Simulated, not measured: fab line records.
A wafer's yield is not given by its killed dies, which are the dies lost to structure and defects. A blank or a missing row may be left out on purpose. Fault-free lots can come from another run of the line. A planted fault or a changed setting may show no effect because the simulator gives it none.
fab line records	flow nandHarc
record: lots: 12	wafers: 36	lastDay: 33
route steps=1302 shown A_SLIT@923 END@1302
lots that met no fault: from a run of the same line without faults
startH: start of the lot's first displayed wafer, in hours after the record's first day	waitH: hours from the lot's prior step to this one	" same as the row above	L1.1+2: several wafers, shown together as one row	- either no value or no given start	* or withheld: withheld	< > ~ a bound
route shown NAME@n: a module of which the file shows steps, and the number in the route of the first	usual: mean and standard deviation over wafers with no fault	same: alike in all rows	chamber/n: place in a boat	sites: each site's reading	_std_site: standard deviation of those values	_edge_site: mean of outer sites minus mean of inner sites	radiusMm: how far each site lies from the wafer's centre	mask NAME#n: copy n	behind: the tool/chamber that last shaped the wafer	hold: the reason the lot was held/the length of the hold in hours/how it ended	device: names the non-switching transistor (n, p or np)	end of line: the tests these same wafers got at the end of their route	where a step has no rows: the recipe by itself	killed: dies lost to structure and defects at the first sort, not the wafer's yield	map: a wafer's dies, marking killed ones x, the rest . and places with no die _
set.NAME: the run value of the setting; set.NAME@STEP: its run value at that earlier step	model.NAME: the simulator's own value behind a step, which no gauge read
a sample of lots followed through the steps of the route, with each step as a table and each wafer as a row
services: from which hour (startH, from the record's first day; less than 0 if before it) a tool's chamber was out of use, for how many hours, and why
== steps ==
step: NHARC_A_SLIT_DEP_00
recipe: targetThkA: 62000	tempC: 400	material: aC
usual: throttleValvePct: 35.000/0.0084
lot.wafer	tool	chamber	startH	waitH	throttleValvePct
L975.2	aclDep-02	0	456.41	-	35.002
L975.3	"	0	"	"	35.010
L975.5	"	0	458.30	-	34.999
L976.2	aclDep-02	0	464.86	-	34.992
L976.4	"	0	466.13	-	34.993
L976.6	"	0	467.39	-	35.001
L979.1	aclDep-01	0	511.61	-	34.991
L979.2	"	0	"	"	35.004
L979.5	"	0	514.10	-	35.012
L982.1	aclDep-03	0	512.78	-	34.989
L982.2	"	0	"	"	34.995
L982.5	"	0	515.28	-	34.993
L986.3	aclDep-02	0	571.43	-	35.000
L986.5	"	0	572.66	-	35.016
L986.6	"	0	"	"	34.991
L988.1	aclDep-01	0	592.14	-	35.003
L988.5	"	0	594.66	-	34.992
L988.6	"	0	"	"	35.006
L992.1	aclDep-02	0	632.01	-	34.995
L992.3	"	0	633.26	-	35.003
L992.6	"	0	635.12	-	34.999
L993.1	aclDep-01	0	632.31	-	35.001
L993.2	"	0	"	"	34.994
L993.4	"	0	634.22	-	34.991
L994.1	aclDep-01	0	642.80	-	35.003
L994.2	"	0	"	"	34.997
L994.6	"	0	645.94	-	34.998
L995.3	aclDep-01	0	651.87	3.0	35.000
L995.4	"	0	"	"	34.994
L995.6	"	0	653.76	4.8	34.995
L996.3	aclDep-02	0	677.74	-	35.011
L996.4	"	0	"	"	35.002
L996.5	"	0	"	"	34.998
L997.3	aclDep-01	0	683.59	-	35.002
L997.4	"	0	"	"	34.993
L997.5	"	0	"	"	34.995
step: NHARC_A_SLIT_ETCH_15
recipe: targetDepthA: 62000	overEtchFrac: 0.3	timeS: 1612	ionEnergyEv: 150	o2FlowSccm: 400	cosFlowSccm: 20	arFlowSccm: 0	rfW: 500	biasW: 300	chemistry: O2/COS
usual: drypumpMotorCurrentA: 5.7/0.4	oesProductAu: 0.997/0.011	rfVppV: 313.7/1.6	showerheadPlenumPTorr: 3.08/0.093	throttleValvePct: 28.330/0.0097
lot.wafer	tool	chamber	startH	waitH	drypumpMotorCurrentA	oesProductAu	rfHoursCounterH	rfVppV	showerheadPlenumPTorr	throttleValvePct
L975.2	rieDiel-11	1	460.73	-	5.4	0.982	1.1	314.5	3.10	28.348
L975.3	"	3	"	"	5.8	0.998	1.2	313.2	3.09	28.336
L975.5	"	1	"	"	5.3	0.985	-	315.5	3.10	28.329
L976.2	rieDiel-02	3	469.23	-	6.3	0.983	2.7	312.6	3.00	28.354
L976.4	"	0	"	"	5.7	0.990	2.4	312.3	2.95	28.324
L976.6	"	3	"	"	6.3	0.973	-	312.5	3.00	28.327
L979.2	rieDiel-02	2	516.39	-	4.9	1.265	5.3	313.1	2.94	28.322
L979.1	"	3	"	"	6.3	1.218	6.8	312.6	3.00	28.331
L979.5	"	1	"	"	5.8	1.250	-	315.5	3.19	28.318
L982.1	rieDiel-02	0	517.69	-	5.7	1.252	7.2	310.7	2.95	28.309
L982.2	"	1	"	"	5.8	1.239	6.1	316.3	3.19	28.322
L982.5	"	0	"	"	5.8	1.242	-	312.6	2.95	28.335
L986.3	rieDiel-11	3	575.50	0.5	5.8	0.986	-	313.1	3.09	28.335
L986.6	"	3	"	"	5.8	0.989	-	312.3	3.09	28.331
L986.5	"	1	"	"	5.3	0.987	-	314.5	3.10	28.326
L988.1	rieDiel-02	0	597.06	-	5.8	0.999	0.8	311.3	2.95	28.331
L988.5	"	0	"	"	5.8	0.990	-	312.1	2.95	28.328
L988.6	"	1	"	"	5.8	0.997	-	317.0	3.19	28.340
L992.1	rieDiel-06	3	636.93	-	6.0	0.989	6.7	316.7	3.28	28.326
L992.3	"	0	"	"	5.2	1.000	7.2	311.6	2.97	28.319
L992.6	"	1	"	"	5.7	0.997	-	313.8	3.13	28.324
L993.4	rieDiel-02	2	637.30	-	4.9	1.010	3.3	311.3	2.94	28.326
L993.2	"	3	"	"	6.3	0.987	3.1	311.2	3.00	28.352
L993.1	"	0	"	"	5.7	0.997	2.9	311.5	2.95	28.329
L994.1	rieDiel-02	2	647.66	-	4.9	1.003	4.4	311.9	2.94	28.327
L994.2	"	3	"	"	6.3	0.980	3.9	312.7	3.00	28.334
L994.6	"	2	"	"	4.9	1.006	-	312.3	2.94	28.336
L995.4	rieDiel-06	0	655.45	-	5.2	0.991	8.9	311.3	2.97	28.340
L995.3	"	2	"	"	6.3	1.012	10.0	313.5	3.11	28.316
L995.6	"	0	"	"	5.2	1.004	-	313.1	2.97	28.338
L996.4	rieDiel-11	2	681.31	-	6.1	1.007	2.5	314.1	3.18	28.338
L996.3	"	0	"	"	5.7	1.008	1.8	313.1	3.07	28.328
L996.5	"	1	"	"	5.3	0.995	-	314.4	3.10	28.333
L997.3	rieDiel-11	3	687.25	-	5.8	0.997	2.3	312.6	3.09	28.339
L997.4	"	0	"	"	5.7	1.003	2.4	312.1	3.07	28.330
L997.5	"	2	"	"	6.1	1.012	-	317.0	3.18	28.331
step: NHARC_A_SLIT_ETCH_26
recipe: biasV: 400	sourceW: 2000	pressureMtorr: 25	timeS: 90	arFlowSccm: 375	c4f8FlowSccm: 41.7	o2FlowSccm: 83.3	targetDepthA: 4000	chemistry: C4F8/O2/Ar
usual: c4f8FlowSccm: 41.70/0.12	drypumpMotorCurrentA: 5.4/0.31	showerheadPlenumPTorr: 3.72/0.17	throttleValvePct: 27.620/0.0091
lot.wafer	tool	chamber	startH	waitH	c4f8FlowSccm	drypumpMotorCurrentA	rfHoursCounterH	showerheadPlenumPTorr	throttleValvePct
L975.2	harEtch-02	1	465.27	3.0	41.50	5.7	38	3.96	27.613
L975.3	"	0	"	"	41.97	5.0	-	3.73	27.633
L975.5	"	1	"	"	41.68	5.7	-	3.96	27.631
L976.2	harEtch-02	0	473.89	3.0	41.87	5.0	42	3.72	27.615
L976.4	"	0	"	"	41.74	5.0	-	3.72	27.620
L976.6	"	1	"	"	41.64	5.7	-	3.96	27.617
L979.1	harEtch-02	1	520.97	3.0	41.78	5.7	68	3.94	27.624
L979.2	"	0	"	"	41.76	5.0	68	3.71	27.614
L979.5	"	1	"	"	41.46	5.7	-	3.94	27.621
L982.1	harEtch-01	1	522.27	3.0	41.35	5.5	287	3.66	27.609
L982.2	"	0	"	"	41.76	5.3	287	3.46	27.622
L982.5	"	0	"	"	41.78	5.3	-	3.46	27.626
L986.3	harEtch-02	1	580.51	1.9	41.62	5.7	-	3.92	27.614
L986.6	"	1	"	"	41.64	5.7	-	3.92	27.613
L986.5	"	0	"	"	41.53	5.0	-	3.69	27.623
L988.1	harEtch-02	0	602.14	2.4	41.98	5.0	117	3.68	27.624
L988.6	"	1	"	"	41.79	5.7	-	3.91	27.610
L988.5	"	0	"	"	41.51	5.0	-	3.68	27.618
L992.1	harEtch-02	0	641.41	2.4	41.47	4.9	141	3.67	27.619
L992.3	"	1	"	"	41.58	5.7	-	3.90	27.602
L992.6	"	0	"	"	41.48	5.0	-	3.67	27.644
L993.1	harEtch-01	1	643.27	3.1	41.80	5.5	355	3.62	27.614
L993.2	"	0	"	"	41.51	5.3	355	3.42	27.628
L993.4	"	0	"	"	41.64	5.3	-	3.42	27.628
L994.2	harEtch-02	0	653.48	3.0	41.81	5.0	152	3.66	27.608
L994.1	"	1	"	"	41.64	5.7	152	3.89	27.618
L994.6	"	0	"	"	41.63	5.0	-	3.66	27.623
L995.4	harEtch-02	0	662.96	1.9	41.83	5.0	-	3.66	27.609
L995.3	"	1	"	"	41.61	5.7	-	3.89	27.620
L995.6	"	1	"	"	41.66	5.7	-	3.89	27.602
L996.4	harEtch-02	0	686.00	1.9	41.63	5.0	-	3.65	27.618
L996.3	"	1	"	"	41.76	5.7	-	3.88	27.616
L996.5	"	0	"	"	41.78	5.0	-	3.65	27.622
L997.3	harEtch-02	1	693.97	1.9	41.68	5.7	-	3.87	27.623
L997.4	"	0	"	"	41.63	5.0	-	3.64	27.626
L997.5	"	1	"	"	41.77	5.7	-	3.87	27.627
step: NHARC_A_SLIT_ETCH_29
recipe: targetDepthA: 1000	overetchA: 100	timeS: 55	ionEnergyEv: 100	cf4FlowSccm: 80	o2FlowSccm: 20	arFlowSccm: 0	rfW: 300	biasW: 100	chemistry: CF4/O2
usual: cf4FlowSccm: 80.03/0.24	drypumpMotorCurrentA: 5.8/0.38	oesProductAu: 0.994/0.011	rfVppV: 197.4/1.2	showerheadPlenumPTorr: 1.32/0.043	throttleValvePct: 13.397/0.0097
lot.wafer	tool	chamber	startH	waitH	cf4FlowSccm	drypumpMotorCurrentA	oesProductAu	rfHoursCounterH	rfVppV	showerheadPlenumPTorr	throttleValvePct
L975.2	rieDiel-11	0	466.16	0.1	80.17	5.7	0.989	1.7	198.5	1.32	13.406
L975.3	"	3	"	"	79.93	5.8	1.005	1.5	199.1	1.32	13.400
L975.5	"	0	"	"	80.17	5.7	0.987	-	197.7	1.32	13.379
L976.4	rieDiel-02	1	474.78	0.1	79.92	5.8	0.998	3.1	197.5	1.36	13.404
L976.2	"	2	"	"	79.96	4.9	1.017	3.4	196.2	1.26	13.385
L976.6	"	3	"	"	80.42	6.3	0.986	-	197.3	1.28	13.405
L979.2	rieDiel-02	3	521.85	0.1	79.78	6.3	0.990	8.1	197.1	1.28	13.401
L979.1	"	0	"	"	79.68	5.8	0.990	8.0	196.3	1.26	13.404
L979.5	"	0	"	"	79.90	5.7	0.988	-	198.4	1.26	13.391
L982.1	rieDiel-11	3	523.16	0.1	80.23	5.8	0.994	3.8	196.9	1.32	13.387
L982.2	"	1	"	"	80.06	5.4	0.988	4.3	197.3	1.33	13.383
L982.5	"	3	"	"	80.37	5.8	0.991	-	197.2	1.32	13.396
L986.3	rieDiel-06	0	581.36	0.1	80.25	5.2	0.995	4.0	196.4	1.27	13.394
L986.5	"	1	"	"	79.92	5.7	0.991	-	198.4	1.34	13.411
L986.6	"	2	"	"	80.35	6.3	1.010	-	198.8	1.33	13.407
L988.1	rieDiel-02	0	603.00	0.1	80.01	5.7	0.995	1.7	196.7	1.26	13.398
L988.5	"	3	"	"	80.13	6.3	0.976	-	196.2	1.28	13.378
L988.6	"	0	"	"	80.10	5.7	0.979	-	196.3	1.26	13.399
L992.3	rieDiel-02	3	642.27	0.1	79.71	6.3	0.976	3.3	197.6	1.28	13.394
L992.1	"	0	"	"	79.89	5.7	0.998	3.2	197.2	1.26	13.395
L992.6	"	0	"	"	79.81	5.8	0.994	-	196.6	1.26	13.405
L993.1	rieDiel-06	3	644.17	0.1	80.02	6.0	0.986	7.8	198.0	1.40	13.389
L993.2	"	0	"	"	80.34	5.1	0.993	8.6	197.4	1.27	13.389
L993.4	"	1	"	"	79.96	5.7	0.994	10.4	197.1	1.34	13.407
L994.1	rieDiel-11	0	654.37	0.1	80.39	5.7	1.011	1.2	197.7	1.31	13.408
L994.2	"	1	"	"	79.91	5.3	0.993	2.0	197.6	1.33	13.399
L994.6	"	3	"	"	80.00	5.8	0.993	-	196.5	1.32	13.417
L995.4	rieDiel-02	2	663.79	0.1	79.86	4.9	1.009	5.8	195.2	1.25	13.406
L995.3	"	3	"	"	79.62	6.3	0.978	5.4	195.4	1.28	13.386
L995.6	"	0	"	"	80.63	5.8	0.996	-	197.5	1.26	13.390
L996.4	rieDiel-06	1	686.82	0.1	79.68	5.7	0.996	1.1	197.8	1.34	13.396
L996.3	"	2	"	"	79.90	6.2	0.994	1.0	196.9	1.33	13.387
L996.5	"	1	"	"	80.03	5.6	0.995	-	198.9	1.34	13.392
L997.3	rieDiel-02	2	694.81	0.1	79.91	4.9	1.010	7.0	197.0	1.25	13.396
L997.4	"	3	"	"	79.68	6.3	0.973	6.4	198.1	1.28	13.395
L997.5	"	0	"	"	80.27	5.7	0.986	-	196.5	1.26	13.370
step: NHARC_END_SORT_01
recipe: tempC: 25
usual: killedAtArray: 50/16	killedAtOther: 0.8/1	killedAtPeriphery: 4/3.1	killedDies: 54/16	killedOpen: 3.2/2	killedShort: 2.5/1.6
same: grossDies: 677
lot.wafer	tool	chamber	startH	waitH	killedAtArray	killedAtOther	killedAtPeriphery	killedDies	killedOpen	killedShort
L992.1	prober-01	0	742.07	2.5	46	2	7	55	2	1
L992.3	prober-01	0	743.66	3.1	32	3	3	38	2	2
L992.6	prober-01	0	746.05	4.0	46	1	2	49	1	1
killed by level:class
L992.1 A_CHANNEL_HOLE_D1:chamberFilmFlake=35 A_SLIT:chamberFilmFlake=3 P_GATE:chamberFilmFlake=2 P_M1:chamberFilmFlake=2 A_ZERO_WELL:chamberFilmFlake=2 A_CHANNEL_FILL_D1:chamberFilmFlake=2 A_CONTACT:chamberFilmFlake=2 THIN_TSV:chamberFilmFlake=2
L992.3 A_CHANNEL_HOLE_D1:chamberFilmFlake=19 A_SLIT:chamberFilmFlake=4 THIN_TSV:chamberFilmFlake=3 P_M1:geometricParticle:open=1 A_ONON_D1:geometricParticle:short=1 A_ONON_D1:geometricParticle:open=1 A_ONON_D2:geometricParticle:short=1 P_GATE:chamberFilmFlake=1
L992.6 A_CHANNEL_HOLE_D1:chamberFilmFlake=36 A_SLIT:chamberFilmFlake=4 A_CONTACT:chamberFilmFlake=2 P_CONTACT:geometricParticle:open=1 A_ONON_D1:geometricParticle:short=1 P_GATE:chamberFilmFlake=1 A_CHANNEL_FILL_D1:chamberFilmFlake=1 A_DECK1_JOINT:chamberFilmFlake=1
== services ==
tool	chamber	startH	hours	kind
rieDiel-11	-	432.50	9.0	pm
rieDiel-06	3	462.93	16.6	repair
rieDiel-11	-	468.65	0.8	repair
aclDep-03	-	482.03	13.0	pm
rieDiel-06	-	484.22	9.0	pm
rieDiel-11	3	494.17	3.7	repair
rieDiel-06	3	503.65	4.3	repair
rieDiel-11	-	510.07	1.7	repair
rieDiel-02	2	526.87	5.0	repair
aclDep-01	-	552.66	13.0	pm
rieDiel-11	0	556.27	22.8	repair
rieDiel-02	-	570.73	9.0	pm
rieDiel-11	2	574.22	5.0	repair
aclDep-02	-	605.55	13.0	pm
rieDiel-11	-	609.50	9.0	pm
rieDiel-02	1	614.77	5.5	repair
rieDiel-11	-	625.14	0.3	repair
rieDiel-02	-	627.10	0.5	repair
rieDiel-02	1	644.09	16.7	repair
rieDiel-11	1	651.62	2.1	repair
rieDiel-06	-	661.22	9.0	pm
aclDep-03	-	663.03	13.0	pm
harEtch-01	-	680.78	4.8	repair
harEtch-01	-	691.69	3.1	repair
== key ==
firstSign: step: NHARC_A_SLIT_ETCH_15	reading: oesProductAu	direction: up	sigmas: 23	usual: 0.997	struck: 1.244
effect none on later readings
metAt NHARC_A_SLIT_ETCH_15
struckLots L979,L982
testerLeftOut L979,L982
notActingAt NHARC_A_SLIT_DEP_00,NHARC_A_SLIT_ETCH_26,NHARC_A_SLIT_ETCH_29
onsetBetween 469.23 516.39
fault: kind: processParameterDrift	tool: rieDiel-02	chamber: -	onsetH: 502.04	steps: NHARC_A_SLIT_ETCH_15	channel: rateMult	offset: 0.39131	shape: step	endH: 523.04
testerLeftOut: of these lots the tester's yield and bins aren't shown, on N5 and GAA mostly nor the transistor test; their killed dies are dies lost to structure and defects alone, not to doping, threshold or leakage, so they don't give the yield
